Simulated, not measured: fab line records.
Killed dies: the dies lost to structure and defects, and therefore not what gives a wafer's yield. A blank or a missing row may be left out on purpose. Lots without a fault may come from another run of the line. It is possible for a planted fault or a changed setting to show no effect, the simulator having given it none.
Which tool was responsible?	flow n5_finfet	10 lots, 27 wafers sampled, at 6 steps of a route of 1938

WHAT THE GAUGES SHOWED, per wafer
N5_BEOL_M4_RC_MEAS_101. Usual: DIBL_N 36.0 mV/V, standard deviation 1.7; DIBL_P 36.2 mV/V, standard deviation 2.3; IOFF_N 0.16 nA/um, standard deviation 0.03; IOFF_P 0.21 nA/um, standard deviation 0.036; ION_N 679 uA/um, standard deviation 11; ION_P 465 uA/um, standard deviation 7.1; SS_N 71.4 mV/dec, standard deviation 0.58; SS_P 73.3 mV/dec, standard deviation 0.75; VT_N 249 mV, standard deviation 3.1; VT_P -251 mV, standard deviation 3.5.
lot	measured	on	DIBL_N (mV/V)	DIBL_P (mV/V)	IOFF_N (nA/um)	IOFF_P (nA/um)	ION_N (uA/um)	ION_P (uA/um)	SS_N (mV/dec)	SS_P (mV/dec)	VT_N (mV)	VT_P (mV)	flag
L574	day 8 21:14	prober-01	33.9 32.7 35.4	33.3 31.5 35.5	0.14 0.12 0.15	0.19 0.17 0.21	673 665 683	461 459 467	71.0 70.9 70.4	73.1 72.2 72.8	248 252 249	-250 -253 -249	
L581	day 9 18:01	prober-01	37.9 38.0	40.0 40.4	0.17 0.19	0.19 0.20	677 688	452 453	72.1 72.6	74.2 74.5	251 248	-259 -258	
L580	day 9 22:29	prober-01	34.2 36.1	34.3 35.9	0.13 0.17	0.19 0.21	670 683	454 465	71.1 72.0	73.6 73.6	251 249	-250 -251	
L582	day 10 14:33	prober-01	35.2 36.2 35.6	36.6 37.4 35.9	0.13 0.15 0.14	0.20 0.22 0.18	650 667 665	455 455 458	71.3 71.1 71.6	74.1 72.5 73.0	254 251 254	-251 -250 -254	
L584	day 11 10:43	prober-01	33.8 33.5	34.2 33.8	0.14 0.14	0.20 0.19	687 684	469 473	71.0 70.9	72.1 73.0	248 249	-251 -251	
L587	day 11 20:20	prober-02	36.4 35.0 39.0	36.9 34.7 40.1	0.16 0.14 0.22	0.22 0.18 0.26	679 657 684	467 456 472	71.7 71.7 71.9	73.8 72.3 74.4	252 252 246	-250 -252 -248	
L590	day 12 03:20	prober-01	36.2 34.1 34.0	35.9 33.0 33.6	0.15 0.11 0.11	0.17 0.14 0.15	675 664 664	463 456 462	70.9 71.0 70.4	73.1 72.5 71.6	249 254 254	-255 -258 -254	
L591	day 12 16:13	prober-02	39.7 36.6 36.5	41.2 37.7 37.4	0.23 0.15 0.15	0.28 0.22 0.20	703 672 681	477 469 469	72.0 71.9 71.9	73.9 73.8 72.5	244 249 249	-247 -250 -250	
L596	day 14 04:23	prober-01	37.0 36.6 38.6	37.6 37.2 39.7	0.16 0.17 0.20	0.22 0.22 0.27	687 683 688	469 462 470	71.7 71.3 72.0	73.4 73.8 74.9	250 247 245	-251 -252 -249	
L595	day 14 09:10	prober-02	34.0 40.8 36.5	35.8 43.6 37.9	0.13 0.28 0.16	0.17 0.32 0.22	665 701 672	456 481 462	70.7 72.3 72.2	72.6 74.5 72.9	254 241 253	-252 -247 -250	

N5_PASSIVATION_INSPECT_57: inspects for defects (macro). Usual: 2.2 for raw_defect_count, sd 1.5.
lot	measured	on	raw_defect_count	flag
L574	day 13 04:13	defect_inspect-02	2 1 1	
L581	day 14 14:37	defect_inspect-02	3 2	
L580	day 15 03:47	defect_inspect-02	1 5	
L582	day 15 14:05	defect_inspect-01	3 7 1	
L584	day 16 04:59	defect_inspect-02	2 3	
L587	day 16 19:47	defect_inspect-02	2 3 1	
L590	day 16 20:47	defect_inspect-02	1 0 1	
L591	day 17 01:07	defect_inspect-01	2 2 3	
L596	day 18 08:43	defect_inspect-01	0 2	
L595	day 18 14:52	defect_inspect-02	1 0	

EACH LOT AND THE TOOL THAT RAN IT (in order: tool; ch and the chambers of the sampled wafers; start)
lot	N5_BEOL_M5_EXPOSE_25	N5_PASSIVATION_PRE_CLEAN_19	N5_PASSIVATION_STRIP_48	N5_PASSIVATION_PROBE_49
L574	euv_scanner-01 ch 0, day 9 00:51	pvd_sputter-03, day 12 21:04	rie_diel-05 ch 1,3, day 13 00:31	prober-02, day 13 03:55
L581	euv_scanner-02 ch 0, day 10 02:33	pvd_sputter-02, day 14 08:26	rie_diel-06 ch 0,3, day 14 11:46	prober-01, day 14 14:16
L580	euv_scanner-01 ch 0, day 10 06:02	pvd_sputter-02, day 14 20:45	rie_diel-05 ch 0,1, day 15 00:15	prober-01, day 15 03:37
L582	euv_scanner-02 ch 0, day 10 19:39	pvd_sputter-03, day 15 05:25	rie_diel-05 ch 0,2,3, day 15 08:48	prober-02, day 15 13:52
L584	euv_scanner-02 ch 0, day 11 16:07	pvd_sputter-03, day 15 22:54	rie_diel-01 ch 0,1, day 16 02:08	prober-01, day 16 04:38
L587	euv_scanner-01 ch 0, day 12 01:55	pvd_sputter-02, day 16 13:32	rie_diel-05 ch 1,2,3, day 16 16:56	prober-01, day 16 19:25
L590	euv_scanner-01 ch 0, day 12 09:43	pvd_sputter-02, day 16 14:35	rie_diel-01 ch 0,3, day 16 17:55	prober-02, day 16 20:26
L591	euv_scanner-01 ch 0, day 12 19:58	pvd_sputter-03, day 16 19:09	rie_diel-01 ch 0,1,3, day 16 22:16	prober-01, day 17 00:46
L596	euv_scanner-01 ch 0, day 14 12:14	pvd_sputter-03, day 18 02:31	rie_diel-05 ch 1,3, day 18 05:52	prober-01, day 18 08:25
L595	euv_scanner-01 ch 0, day 14 14:17	pvd_sputter-03, day 18 08:59	rie_diel-01 ch 3, day 18 12:01	prober-01, day 18 14:36
- N5_BEOL_M5_EXPOSE_25: exposes mask V4, defocus 10 nm.
- N5_PASSIVATION_PRE_CLEAN_19
- N5_PASSIVATION_STRIP_48: strips in O2.
- N5_PASSIVATION_PROBE_49

WHAT THE TOOLS THEMSELVES READ (means of the sampled wafers that have a number; where no wafer has one, the mark that the record gives instead)
N5_BEOL_M5_EXPOSE_25. Usual: 0.85 nm for stage_msd_nm, sd 0.052.
lot	tool	stage_msd_nm (nm)	flag
L574	euv_scanner-01	0.80	
L581	euv_scanner-02	0.90	
L580	euv_scanner-01	0.80	
L582	euv_scanner-02	0.90	
L584	euv_scanner-02	0.90	
L587	euv_scanner-01	0.80	
L590	euv_scanner-01	0.80	
L591	euv_scanner-01	0.80	
L596	euv_scanner-01	0.79	
L595	euv_scanner-01	0.79	

N5_PASSIVATION_PRE_CLEAN_19. Usual: 442 W for heater_power_w, sd 31.
lot	tool	heater_power_w (W)	flag
L574	pvd_sputter-03	465	
L581	pvd_sputter-02	440	
L580	pvd_sputter-02	460	
L582	pvd_sputter-03	469	
L584	pvd_sputter-03	432	
L587	pvd_sputter-02	442	
L590	pvd_sputter-02	412	
L591	pvd_sputter-03	460	
L596	pvd_sputter-03	438	
L595	pvd_sputter-03	427	

N5_PASSIVATION_STRIP_48. Usual: drypump_motor_current_A 5.7 A, standard deviation 0.42; oes_product_au 0.81 a.u., standard deviation 0.057; rf_vpp_V 3.3 V, standard deviation 2.2; showerhead_plenum_p_Torr 2.11 Torr, standard deviation 0.059; temp_c 60.01 C, standard deviation 0.12; throttle_valve_pct 16.66 %, standard deviation 0.17.
lot	tool	drypump_motor_current_A (A)	oes_product_au (a.u.)	rf_vpp_V (V)	showerhead_plenum_p_Torr (Torr)	temp_c (C)	throttle_valve_pct (%)	flag
L574	rie_diel-05	6.1	0.88	3.6	2.09	60.05	16.53	
L581	rie_diel-06	5.2	0.76	1.9	2.12	60.13	16.81	
L580	rie_diel-05	5.8	0.77	2.8	2.06	60.00	16.59	
L582	rie_diel-05	5.9	0.80	3.8	2.08	60.08	16.63	
L584	rie_diel-01	5.8	0.77	3.3	2.11	60.12	16.78	
L587	rie_diel-05	6.0	0.82	1.2	2.05	59.96	16.76	
L590	rie_diel-01	5.5	0.85	1.5	2.14	60.05	16.68	
L591	rie_diel-01	5.7	0.81	1.1	2.12	59.98	16.74	
L596	rie_diel-05	6.1	0.80	1.6	2.06	60.08	16.70	
L595	rie_diel-01	5.6	0.85	4.0	2.14	60.06	16.61	

N5_PASSIVATION_PROBE_49. Usual: defect_limited_yield 91.3 %, standard deviation 1.5; killed_at_M0_to_M3 31, standard deviation 11; killed_at_M4_up 14, standard deviation 5.1; killed_at_contacts 12, standard deviation 5.6; killed_at_front_end 42, standard deviation 12; killed_at_other 3.8, standard deviation 2.9; killed_dies 103, standard deviation 18; killed_on_rim 14, standard deviation 4.5; killed_open 67, standard deviation 14; killed_short 33, standard deviation 8; sort_bin_5_function 5.1 %, standard deviation 1; sort_bin_6_memory 3.2 %, standard deviation 0.75; sort_n_pass 1077, standard deviation 18; sort_yield_pct 91.3 %, standard deviation 1.5.
lot	tool	defect_limited_yield (%)	killed_at_M0_to_M3	killed_at_M4_up	killed_at_contacts	killed_at_front_end	killed_at_other	killed_dies	killed_on_rim	killed_open	killed_short	sort_bin_5_function (%)	sort_bin_6_memory (%)	sort_n_pass	sort_yield_pct (%)	flag
L574	prober-02	91.0	40	8	17	38	2.7	107	13	71	33	5.3	3.3	1073	91.0	
L581	prober-01	91.2	32	16	12	39	4.0	104	14	64	38	4.8	3.6	1076	91.2	
L580	prober-01	92.6	20	14	8	40	4.5	87	12	56	30	4.1	3.0	1093	92.6	
L582	prober-02	92.9	12	16	7	42	7.0	83	10	51	30	3.9	2.9	1097	92.9	
L584	prober-01	92.1	26	12	14	35	7.0	94	12	55	34	4.5	2.8	1086	92.1	
L587	prober-01	90.5	31	11	21	45	3.3	112	15	82	29	5.5	3.7	1068	90.5	
L590	prober-02	92.0	34	12	7	38	4.0	94	12	59	34	4.3	3.1	1086	92.0	
L591	prober-01	92.7	33	11	11	28	3.3	86	11	53	30	4.1	2.8	1094	92.7	
L596	prober-01	60.5	27	378	10	47	3.0	466	59	66	33	4.8	3.4	714	60.5	OFF
L595	prober-01	61.5	35	373	15	28	4.0	454	59	68	23	4.5	3.1	726	61.5	OFF

THE ANSWER, worked out from the rows above alone
Rule: take the mean of a lot's wafers that have a number; if it is more than 3 standard deviations from the usual mean, the lot is off. A lot without any number at a reading at which 4 lots or more have one is off too. Where the step has rows for the other lots, those lots are counted as sound. First the gauges in route order, then the tools' own readings, where a lot's mean is used as printed above. At the first step where some lot is off, the reading lying furthest off is the one used; lots without a number count as furthest.
Off, at N5_PASSIVATION_PROBE_49 on killed_at_M4_up: L596, L595.
A tool fits if, at that step or a process step before it, it ran every lot that is off, and no sound lot after the first of them. Can't be told from this: 3 tools fit, euv_scanner-01 at N5_BEOL_M5_EXPOSE_25, pvd_sputter-03 at N5_PASSIVATION_PRE_CLEAN_19, prober-01 at N5_PASSIVATION_PROBE_49.

WHAT THE SIMULATOR HAD INSERTED
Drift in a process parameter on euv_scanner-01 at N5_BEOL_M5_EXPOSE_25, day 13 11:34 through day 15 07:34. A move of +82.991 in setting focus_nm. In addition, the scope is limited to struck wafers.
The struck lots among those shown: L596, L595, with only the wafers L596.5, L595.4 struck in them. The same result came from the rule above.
